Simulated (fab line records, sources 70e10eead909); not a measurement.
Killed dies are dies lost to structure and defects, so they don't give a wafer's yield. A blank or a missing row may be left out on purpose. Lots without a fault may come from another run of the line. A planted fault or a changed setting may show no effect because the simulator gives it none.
Which tool did it? | flow nand_harc | 22 lots, 66 wafers sampled, at 6 steps of a route of 1302

WHAT THE GAUGES READ, wafer by wafer
The record holds no reading of a measuring or inspecting step that can be judged against a usual standard deviation.

WHICH TOOL RAN EACH LOT (tool, then ch and the chambers of the sampled wafers, then the start)
lot  | NHARC_A_STAIRCASE_TRIM_233                    | NHARC_A_STAIRCASE_TRIM_235                    | NHARC_A_STAIRCASE_DEP_259       | NHARC_A_STAIRCASE_ETCH_451                    | NHARC_A_STAIRCASE_ETCH_452                    | NHARC_A_STAIRCASE_HM_DEP_462
L074 | rie_diel-05 ch 0,1,3, day 16 08:17 or earlier | rie_diel-05 ch 0,2,3, day 16 08:17 or earlier | pecvd-01 ch 0,1, day 16 08:17   | rie_diel-04 ch 1,3, day 16 20:23 or earlier   | rie_diel-04 ch 0,1, day 16 20:23 or earlier   | acl_dep-03 ch 0, day 16 20:23
L075 | rie_diel-05 ch 0,1,3, day 16 16:20 or earlier | rie_diel-05 ch 0,1,3, day 16 16:20 or earlier | pecvd-01 ch 0,2, day 16 16:20   | rie_diel-11 ch 0,1,3, day 17 06:00 or earlier | rie_diel-04 ch 0,1,3, day 17 06:00 or earlier | acl_dep-03 ch 0, day 17 06:00
L078 | rie_diel-04 ch 0,2,3, day 17 23:52 or earlier | rie_diel-04 ch 0,2, day 17 23:52 or earlier   | pecvd-04 ch 0,1,2, day 17 23:52 | rie_diel-04 ch 0,1, day 18 10:27 or earlier   | rie_diel-04 ch 0,1,2, day 18 10:27 or earlier | acl_dep-02 ch 0, day 18 10:27
L079 | rie_diel-05 ch 1,2,3, day 18 01:15 or earlier | rie_diel-05 ch 1,2, day 18 01:15 or earlier   | pecvd-03 ch 0,2, day 18 01:15   | rie_diel-11 ch 1,3, day 18 12:41 or earlier   | rie_diel-11 ch 0,2,3, day 18 12:41 or earlier | acl_dep-02 ch 0, day 18 12:41
L080 | rie_diel-11 ch 1,2, day 18 20:18 or earlier   | rie_diel-11 ch 0,1,2, day 18 20:18 or earlier | pecvd-03 ch 0,2, day 18 20:18   | rie_diel-05 ch 2,3, day 19 10:05 or earlier   | rie_diel-04 ch 1,2, day 19 10:05 or earlier   | acl_dep-02 ch 0, day 19 10:05
L081 | rie_diel-04 ch 0,1,2, day 19 09:49 or earlier | rie_diel-04 ch 0,1,3, day 19 09:49 or earlier | pecvd-01 ch 0,1,2, day 19 09:49 | rie_diel-11 ch 0,1, day 20 02:05 or earlier   | rie_diel-04 ch 0,2,3, day 20 02:05 or earlier | acl_dep-02 ch 0, day 20 02:05
L082 | rie_diel-05 ch 0,1,2, day 19 12:43 or earlier | rie_diel-05 ch 0,2,3, day 19 12:43 or earlier | pecvd-03 ch 0,2, day 19 12:43   | rie_diel-05 ch 1,2,3, day 20 07:07 or earlier | rie_diel-05 ch 0,3, day 20 07:07 or earlier   | acl_dep-01 ch 0, day 20 07:07
L083 | rie_diel-11 ch 0,1,3, day 20 09:28 or earlier | rie_diel-11 ch 0,1,2, day 20 09:28 or earlier | pecvd-04 ch 1,2, day 20 09:28   | rie_diel-11 ch 0,1,2, day 20 19:17 or earlier | rie_diel-11 ch 0,2,3, day 20 19:17 or earlier | acl_dep-02 ch 0, day 20 19:17
L084 | rie_diel-04 ch 0,1,2, day 20 16:43 or earlier | rie_diel-04 ch 0,1,3, day 20 16:43 or earlier | pecvd-04 ch 0,1,2, day 20 16:43 | rie_diel-05 ch 1,2,3, day 21 04:48 or earlier | rie_diel-04 ch 0,1,3, day 21 04:48 or earlier | acl_dep-01 ch 0, day 21 04:48
L085 | rie_diel-05 ch 1,2,3, day 21 06:58 or earlier | rie_diel-05 ch 0,2,3, day 21 06:58 or earlier | pecvd-01 ch 0,1,2, day 21 06:58 | rie_diel-05 ch 0,1, day 21 17:23 or earlier   | rie_diel-05 ch 0,2,3, day 21 17:23 or earlier | acl_dep-01 ch 0, day 21 17:23
L086 | rie_diel-05 ch 1,2,3, day 21 17:24 or earlier | rie_diel-05 ch 0,2,3, day 21 17:24 or earlier | pecvd-03 ch 0,1,2, day 21 17:24 | rie_diel-05 ch 0,1,2, day 22 04:14 or earlier | rie_diel-05 ch 0,1,3, day 22 04:14 or earlier | acl_dep-02 ch 0, day 22 04:14
L087 | rie_diel-11 ch 0,1, day 21 17:56 or earlier   | rie_diel-11 ch 1,2,3, day 21 17:56 or earlier | pecvd-04 ch 0,1,2, day 21 17:56 | rie_diel-04 ch 1,3, day 22 07:02 or earlier   | rie_diel-05 ch 1,2,3, day 22 07:02 or earlier | acl_dep-02 ch 0, day 22 07:02
L088 | rie_diel-11 ch 1,2, day 22 05:35 or earlier   | rie_diel-11 ch 0,2,3, day 22 05:35 or earlier | pecvd-03 ch 0,1,2, day 22 05:35 | rie_diel-11 ch 2,3, day 22 15:22 or earlier   | rie_diel-04 ch 0,3, day 22 15:22 or earlier   | acl_dep-01 ch 0, day 22 15:22
L091 | rie_diel-11 ch 0,1,2, day 23 02:32 or earlier | rie_diel-11 ch 1,2,3, day 23 02:32 or earlier | pecvd-01 ch 0,1,2, day 23 02:32 | rie_diel-05 ch 0,1,3, day 23 11:44 or earlier | rie_diel-05 ch 1,2,3, day 23 11:44 or earlier | acl_dep-02 ch 0, day 23 11:44
L090 | rie_diel-05 ch 0,2,3, day 23 03:18 or earlier | rie_diel-05 ch 0,1, day 23 03:18 or earlier   | pecvd-01 ch 0,1, day 23 03:18   | rie_diel-11 ch 0,1,2, day 23 16:22 or earlier | rie_diel-11 ch 2,3, day 23 16:22 or earlier   | acl_dep-01 ch 0, day 23 16:22
L089 | rie_diel-04 ch 1,2,3, day 23 05:10 or earlier | rie_diel-04 ch 1,2, day 23 05:10 or earlier   | pecvd-04 ch 0,1,2, day 23 05:10 | rie_diel-11 ch 0,2,3, day 23 16:35 or earlier | rie_diel-05 ch 1,2, day 23 16:35 or earlier   | acl_dep-03 ch 0, day 23 16:35
L092 | rie_diel-11 ch 0,1,3, day 23 22:59 or earlier | rie_diel-11 ch 0,2,3, day 23 22:59 or earlier | pecvd-01 ch 0,2, day 23 22:59   | rie_diel-04 ch 1,2,3, day 24 10:54 or earlier | rie_diel-04 ch 1,2,3, day 24 10:54 or earlier | acl_dep-02 ch 0, day 24 10:54
L093 | rie_diel-05 ch 0,2,3, day 24 07:13 or earlier | rie_diel-05 ch 0,2,3, day 24 07:13 or earlier | pecvd-04 ch 0,1, day 24 07:13   | rie_diel-11 ch 0,2,3, day 24 19:35 or earlier | rie_diel-11 ch 0,1,3, day 24 19:35 or earlier | acl_dep-03 ch 0, day 24 19:35
L094 | rie_diel-05 ch 0,2,3, day 24 10:01 or earlier | rie_diel-05 ch 0,1,2, day 24 10:01 or earlier | pecvd-01 ch 0,1,2, day 24 10:01 | rie_diel-05 ch 0,1,2, day 24 20:04 or earlier | rie_diel-04 ch 1,2,3, day 24 20:04 or earlier | acl_dep-01 ch 0, day 24 20:04
L095 | rie_diel-05 ch 0,2,3, day 25 10:57 or earlier | rie_diel-05 ch 0,1,3, day 25 10:57 or earlier | pecvd-04 ch 0,1,2, day 25 10:57 | rie_diel-04 ch 0,3, day 25 21:01 or earlier   | rie_diel-11 ch 1,2, day 25 21:01 or earlier   | acl_dep-02 ch 0, day 25 21:01
L097 | rie_diel-11 ch 0,1, day 26 06:59 or earlier   | rie_diel-11 ch 0,2, day 26 06:59 or earlier   | pecvd-04 ch 0,1,2, day 26 06:59 | rie_diel-04 ch 0,1,3, day 26 18:10 or earlier | rie_diel-05 ch 1,2, day 26 18:10 or earlier   | acl_dep-01 ch 0, day 26 18:10
L096 | rie_diel-11 ch 1,3, day 26 08:56 or earlier   | rie_diel-11 ch 0,1,3, day 26 08:56 or earlier | pecvd-03 ch 0,1, day 26 08:56   | rie_diel-04 ch 0,2, day 27 00:13 or earlier   | rie_diel-04 ch 1,3, day 27 00:13 or earlier   | acl_dep-01 ch 0, day 27 00:13
- NHARC_A_STAIRCASE_TRIM_233: chemistry O2, time 211.2 s.
- NHARC_A_STAIRCASE_TRIM_235: chemistry O2, time 211.2 s.
- NHARC_A_STAIRCASE_DEP_259: deposits SiON, target thk 30 nm.
- NHARC_A_STAIRCASE_ETCH_451: etches the open film in CF4/O2, target depth 30 nm, overetch 3 nm, time 16.5 s.
- NHARC_A_STAIRCASE_ETCH_452: etches the open film in CF4/O2, target depth 30 nm, overetch 3 nm, time 16.5 s.
- NHARC_A_STAIRCASE_HM_DEP_462: deposits aC, target thk 800 nm.

WHAT THE TOOLS THEMSELVES READ (means of the sampled wafers that have a number; where no wafer has one, the mark that the record gives instead)
NHARC_A_STAIRCASE_TRIM_233. Usual: drypump_motor_current_A 5.9 A, standard deviation 0.53; oes_product_au 0.999 a.u., standard deviation 0.0079; rf_vpp_V 57.8 V, standard deviation 0.93; showerhead_plenum_p_Torr 3.51 Torr, standard deviation 0.17; throttle_valve_pct 17.036 %, standard deviation 0.0092.
lot  | tool        | drypump_motor_current_A (A) | oes_product_au (a.u.) | rf_vpp_V (V) | showerhead_plenum_p_Torr (Torr) | throttle_valve_pct (%) | flag
L074 | rie_diel-05 | 5.7                         | 0.996                 | 57.3         | 3.46                            | 17.026                 |
L075 | rie_diel-05 | 5.7                         | 0.997                 | 57.8         | 3.46                            | 17.031                 |
L078 | rie_diel-04 | 5.7                         | 0.997                 | 57.9         | 3.46                            | 17.028                 |
L079 | rie_diel-05 | 6.0                         | 0.991                 | 58.4         | 3.36                            | 17.037                 |
L080 | rie_diel-11 | 5.7                         | 1.005                 | 56.9         | 3.53                            | 17.037                 |
L081 | rie_diel-04 | 5.4                         | 0.999                 | 57.8         | 3.54                            | 17.050                 |
L082 | rie_diel-05 | 6.2                         | 0.997                 | 57.0         | 3.48                            | 17.044                 |
L083 | rie_diel-11 | 6.0                         | 0.993                 | 57.9         | 3.64                            | 17.044                 |
L084 | rie_diel-04 | 5.4                         | 0.994                 | 58.2         | 3.54                            | 17.029                 |
L085 | rie_diel-05 | 6.0                         | 0.996                 | 57.7         | 3.52                            | 17.041                 |
L086 | rie_diel-05 | 5.9                         | 0.998                 | 57.3         | 3.52                            | 17.033                 |
L087 | rie_diel-11 | 6.2                         | 0.997                 | 56.8         | 3.52                            | 17.038                 |
L088 | rie_diel-11 | 5.7                         | 1.001                 | 57.3         | 3.40                            | 17.026                 |
L091 | rie_diel-11 | 5.9                         | 0.994                 | 57.9         | 3.46                            | 17.039                 |
L090 | rie_diel-05 | 5.6                         | 1.003                 | 57.4         | 3.59                            | 17.035                 |
L089 | rie_diel-04 | 5.8                         | 0.994                 | 58.1         | 3.58                            | 17.031                 |
L092 | rie_diel-11 | 6.0                         | 1.009                 | 57.7         | 3.62                            | 17.035                 |
L093 | rie_diel-05 | 5.6                         | 1.002                 | 58.2         | 3.58                            | 17.033                 |
L094 | rie_diel-05 | 5.6                         | 1.004                 | 58.0         | 3.58                            | 17.028                 |
L095 | rie_diel-05 | 5.6                         | 1.006                 | 59.0         | 3.58                            | 17.036                 |
L097 | rie_diel-11 | 6.0                         | 0.997                 | 57.8         | 3.56                            | 17.038                 |
L096 | rie_diel-11 | 5.8                         | 1.004                 | 58.2         | 3.72                            | 17.036                 |

NHARC_A_STAIRCASE_TRIM_235. Usual: drypump_motor_current_A 5.8 A, standard deviation 0.52; oes_product_au 1.000 a.u., standard deviation 0.0096; rf_vpp_V 57.7 V, standard deviation 0.92; showerhead_plenum_p_Torr 3.52 Torr, standard deviation 0.18; throttle_valve_pct 17.036 %, standard deviation 0.0091.
lot  | tool        | drypump_motor_current_A (A) | oes_product_au (a.u.) | rf_vpp_V (V) | showerhead_plenum_p_Torr (Torr) | throttle_valve_pct (%) | flag
L074 | rie_diel-05 | 5.6                         | 0.989                 | 57.0         | 3.44                            | 17.038                 |
L075 | rie_diel-05 | 5.7                         | 0.994                 | 56.8         | 3.46                            | 17.032                 |
L078 | rie_diel-04 | 5.5                         | 0.989                 | 57.8         | 3.48                            | 17.031                 |
L079 | rie_diel-05 | 6.5                         | 0.988                 | 58.2         | 3.41                            | 17.053                 |
L080 | rie_diel-11 | 5.9                         | 1.006                 | 57.7         | 3.47                            | 17.034                 |
L081 | rie_diel-04 | 5.6                         | 0.995                 | 58.1         | 3.53                            | 17.032                 |
L082 | rie_diel-05 | 5.6                         | 1.003                 | 58.4         | 3.60                            | 17.027                 |
L083 | rie_diel-11 | 5.9                         | 1.002                 | 57.9         | 3.47                            | 17.038                 |
L084 | rie_diel-04 | 5.6                         | 1.006                 | 57.8         | 3.53                            | 17.030                 |
L085 | rie_diel-05 | 5.6                         | 0.997                 | 58.3         | 3.60                            | 17.029                 |
L086 | rie_diel-05 | 5.6                         | 1.008                 | 57.6         | 3.59                            | 17.032                 |
L087 | rie_diel-11 | 5.7                         | 0.990                 | 57.9         | 3.57                            | 17.034                 |
L088 | rie_diel-11 | 5.9                         | 1.004                 | 58.0         | 3.52                            | 17.041                 |
L091 | rie_diel-11 | 5.7                         | 1.002                 | 58.1         | 3.57                            | 17.039                 |
L090 | rie_diel-05 | 6.3                         | 0.993                 | 57.2         | 3.48                            | 17.037                 |
L089 | rie_diel-04 | 5.5                         | 1.005                 | 58.0         | 3.67                            | 17.026                 |
L092 | rie_diel-11 | 5.9                         | 1.005                 | 57.4         | 3.51                            | 17.042                 |
L093 | rie_diel-05 | 5.6                         | 1.011                 | 57.5         | 3.58                            | 17.039                 |
L094 | rie_diel-05 | 6.2                         | 1.003                 | 57.5         | 3.45                            | 17.037                 |
L095 | rie_diel-05 | 5.7                         | 1.015                 | 57.6         | 3.60                            | 17.040                 |
L097 | rie_diel-11 | 5.9                         | 0.992                 | 57.0         | 3.33                            | 17.039                 |
L096 | rie_diel-11 | 6.0                         | 0.998                 | 57.9         | 3.61                            | 17.029                 |

NHARC_A_STAIRCASE_DEP_259. Usual: heater_power_w 801 W, standard deviation 100; showerhead_vpp_V 1152 V, standard deviation 46.
lot  | tool     | heater_power_w (W) | showerhead_vpp_V (V) | flag
L074 | pecvd-01 | 838                | 1175                 |
L075 | pecvd-01 | 825                | 1179                 |
L078 | pecvd-04 | 790                | 1124                 |
L079 | pecvd-03 | 682                | 1139                 |
L080 | pecvd-03 | 712                | 1171                 |
L081 | pecvd-01 | 850                | 1156                 |
L082 | pecvd-03 | 657                | 1153                 |
L083 | pecvd-04 | 784                | 1126                 |
L084 | pecvd-04 | 780                | 1123                 |
L085 | pecvd-01 | 883                | 1143                 |
L086 | pecvd-03 | 688                | 1172                 |
L087 | pecvd-04 | 796                | 1128                 |
L088 | pecvd-03 | 727                | 1174                 |
L091 | pecvd-01 | 863                | 1148                 |
L090 | pecvd-01 | 856                | 1136                 |
L089 | pecvd-04 | 789                | 1133                 |
L092 | pecvd-01 | 898                | 1174                 |
L093 | pecvd-04 | 883                | 1120                 |
L094 | pecvd-01 | 917                | 1156                 |
L095 | pecvd-04 | 827                | 1123                 |
L097 | pecvd-04 | 823                | 1130                 |
L096 | pecvd-03 | 712                | 1221                 |

NHARC_A_STAIRCASE_ETCH_451. Usual: cf4_flow_sccm 79.99 sccm, standard deviation 0.23; drypump_motor_current_A 5.8 A, standard deviation 0.5; oes_product_au 1.001 a.u., standard deviation 0.0094; rf_vpp_V 197.8 V, standard deviation 1.7; showerhead_plenum_p_Torr 1.33 Torr, standard deviation 0.067; throttle_valve_pct 13.398 %, standard deviation 0.008.
lot  | tool        | cf4_flow_sccm (sccm) | drypump_motor_current_A (A) | oes_product_au (a.u.) | rf_vpp_V (V) | showerhead_plenum_p_Torr (Torr) | throttle_valve_pct (%) | flag
L074 | rie_diel-04 | 80.13                | 6.0                         | 1.002                 | 198.9        | 1.36                            | 13.398                 |
L075 | rie_diel-11 | 79.86                | 6.0                         | 1.017                 | 197.5        | 1.31                            | 13.394                 |
L078 | rie_diel-04 | 80.24                | 5.3                         | 1.005                 | 198.1        | 1.37                            | 13.405                 |
L079 | rie_diel-11 | 80.13                | 5.8                         | 1.002                 | 197.8        | 1.33                            | 13.404                 |
L080 | rie_diel-05 | 80.22                | 5.4                         | 1.005                 | 199.2        | 1.39                            | 13.393                 |
L081 | rie_diel-11 | 79.96                | 6.2                         | 1.000                 | 197.5        | 1.34                            | 13.395                 |
L082 | rie_diel-05 | 79.89                | 5.9                         | 1.001                 | 197.3        | 1.33                            | 13.403                 |
L083 | rie_diel-11 | 79.93                | 5.9                         | 0.999                 | 197.3        | 1.31                            | 13.395                 |
L084 | rie_diel-05 | 79.92                | 5.9                         | 0.994                 | 197.6        | 1.33                            | 13.401                 |
L085 | rie_diel-05 | 79.87                | 6.3                         | 0.998                 | 196.9        | 1.32                            | 13.395                 |
L086 | rie_diel-05 | 80.07                | 6.1                         | 0.998                 | 197.5        | 1.31                            | 13.396                 |
L087 | rie_diel-04 | 79.88                | 5.6                         | 1.013                 | 199.1        | 1.39                            | 13.398                 |
L088 | rie_diel-11 | 80.05                | 5.7                         | 1.006                 | 196.5        | 1.31                            | 13.402                 |
L091 | rie_diel-05 | 80.01                | 5.7                         | 0.995                 | 198.8        | 1.37                            | 13.397                 |
L090 | rie_diel-11 | 79.97                | 5.9                         | 0.987                 | 197.3        | 1.31                            | 13.402                 |
L089 | rie_diel-11 | 80.04                | 6.0                         | 1.004                 | 197.1        | 1.33                            | 13.401                 |
L092 | rie_diel-04 | 80.04                | 5.8                         | 1.004                 | 198.7        | 1.36                            | 13.396                 |
L093 | rie_diel-11 | 79.88                | 5.9                         | 1.008                 | 198.1        | 1.33                            | 13.392                 |
L094 | rie_diel-05 | 79.74                | 6.1                         | 1.004                 | 197.1        | 1.30                            | 13.394                 |
L095 | rie_diel-04 | 80.12                | 5.9                         | 1.005                 | 197.8        | 1.29                            | 13.397                 |
L097 | rie_diel-04 | 79.90                | 5.6                         | 1.003                 | 198.4        | 1.32                            | 13.400                 |
L096 | rie_diel-04 | 80.02                | 5.5                         | 1.002                 | 197.0        | 1.30                            | 13.393                 |

NHARC_A_STAIRCASE_ETCH_452. Usual: cf4_flow_sccm 79.99 sccm, standard deviation 0.23; drypump_motor_current_A 5.8 A, standard deviation 0.49; oes_product_au 1.002 a.u., standard deviation 0.0091; rf_vpp_V 197.7 V, standard deviation 1.5; showerhead_plenum_p_Torr 1.33 Torr, standard deviation 0.066; throttle_valve_pct 13.396 %, standard deviation 0.0087.
lot  | tool        | cf4_flow_sccm (sccm) | drypump_motor_current_A (A) | oes_product_au (a.u.) | rf_vpp_V (V) | showerhead_plenum_p_Torr (Torr) | throttle_valve_pct (%) | flag
L074 | rie_diel-04 | 79.94                | 5.3                         | 1.003                 | 198.1        | 1.38                            | 13.391                 |
L075 | rie_diel-04 | 80.08                | 5.6                         | 1.004                 | 198.2        | 1.34                            | 13.392                 |
L078 | rie_diel-04 | 80.11                | 5.4                         | 1.003                 | 197.8        | 1.34                            | 13.388                 |
L079 | rie_diel-11 | 80.00                | 5.9                         | 1.012                 | 197.1        | 1.27                            | 13.390                 |
L080 | rie_diel-04 | 80.11                | 5.5                         | 0.995                 | 199.1        | 1.40                            | 13.396                 |
L081 | rie_diel-04 | 79.89                | 5.7                         | 1.001                 | 197.3        | 1.31                            | 13.400                 |
L082 | rie_diel-05 | 80.07                | 5.1                         | 1.009                 | 199.4        | 1.42                            | 13.402                 |
L083 | rie_diel-11 | 80.09                | 5.9                         | 0.999                 | 198.1        | 1.33                            | 13.390                 |
L084 | rie_diel-04 | 79.67                | 5.6                         | 1.002                 | 198.5        | 1.33                            | 13.398                 |
L085 | rie_diel-05 | 80.11                | 5.6                         | 1.003                 | 198.0        | 1.36                            | 13.388                 |
L086 | rie_diel-05 | 80.03                | 5.7                         | 0.999                 | 199.0        | 1.37                            | 13.389                 |
L087 | rie_diel-05 | 79.93                | 5.9                         | 0.996                 | 196.5        | 1.33                            | 13.395                 |
L088 | rie_diel-04 | 79.76                | 5.9                         | 1.003                 | 197.2        | 1.30                            | 13.398                 |
L091 | rie_diel-05 | 80.02                | 5.9                         | 1.009                 | 197.8        | 1.33                            | 13.396                 |
L090 | rie_diel-11 | 79.93                | 5.6                         | 1.009                 | 196.3        | 1.31                            | 13.394                 |
L089 | rie_diel-05 | 79.59                | 6.5                         | 0.996                 | 197.0        | 1.28                            | 13.385                 |
L092 | rie_diel-04 | 80.11                | 5.8                         | 1.006                 | 197.6        | 1.36                            | 13.399                 |
L093 | rie_diel-11 | 79.88                | 6.0                         | 0.999                 | 198.1        | 1.37                            | 13.391                 |
L094 | rie_diel-04 | 80.15                | 5.8                         | 1.010                 | 198.2        | 1.36                            | 13.394                 |
L095 | rie_diel-11 | 79.79                | 5.7                         | 0.994                 | 196.7        | 1.32                            | 13.397                 |
L097 | rie_diel-05 | 80.11                | 6.4                         | 0.996                 | 196.6        | 1.27                            | 13.400                 |
L096 | rie_diel-04 | 80.05                | 6.0                         | 1.017                 | 198.6        | 1.34                            | 13.390                 |

NHARC_A_STAIRCASE_HM_DEP_462. Usual: throttle_valve_pct 35.001 %, standard deviation 0.0093.
lot  | tool       | throttle_valve_pct (%) | flag
L074 | acl_dep-03 | 34.998                 |
L075 | acl_dep-03 | 35.013                 |
L078 | acl_dep-02 | 35.003                 |
L079 | acl_dep-02 | 35.011                 |
L080 | acl_dep-02 | 34.998                 |
L081 | acl_dep-02 | 35.002                 |
L082 | acl_dep-01 | 35.001                 |
L083 | acl_dep-02 | 34.999                 |
L084 | acl_dep-01 | 35.000                 |
L085 | acl_dep-01 | 35.010                 |
L086 | acl_dep-02 | 35.009                 |
L087 | acl_dep-02 | 35.006                 |
L088 | acl_dep-01 | 35.009                 |
L091 | acl_dep-02 | 35.013                 |
L090 | acl_dep-01 | 35.009                 |
L089 | acl_dep-03 | 35.000                 |
L092 | acl_dep-02 | 35.008                 |
L093 | acl_dep-03 | 35.001                 |
L094 | acl_dep-01 | 34.998                 |
L095 | acl_dep-02 | 34.991                 |
L097 | acl_dep-01 | 34.990                 |
L096 | acl_dep-01 | 34.998                 |

THE ANSWER, worked out from the rows above alone
Rule: a lot is off if the mean of its wafers that have a number lies more than 3 standard deviations from the usual mean. A lot without any number at a reading at which 4 lots or more have one is off too. The other lots that the step has rows for count as sound. The gauges are gone through in route order, then the tools' own readings, and for those a lot's mean is taken as printed above. The first step at which some lot is off is used, and at that step the reading that is off furthest; a lot without a number counts as furthest.
No lot is off at any reading shown: from this, nothing can be told.

WHAT THE SIMULATOR HAD PUT IN
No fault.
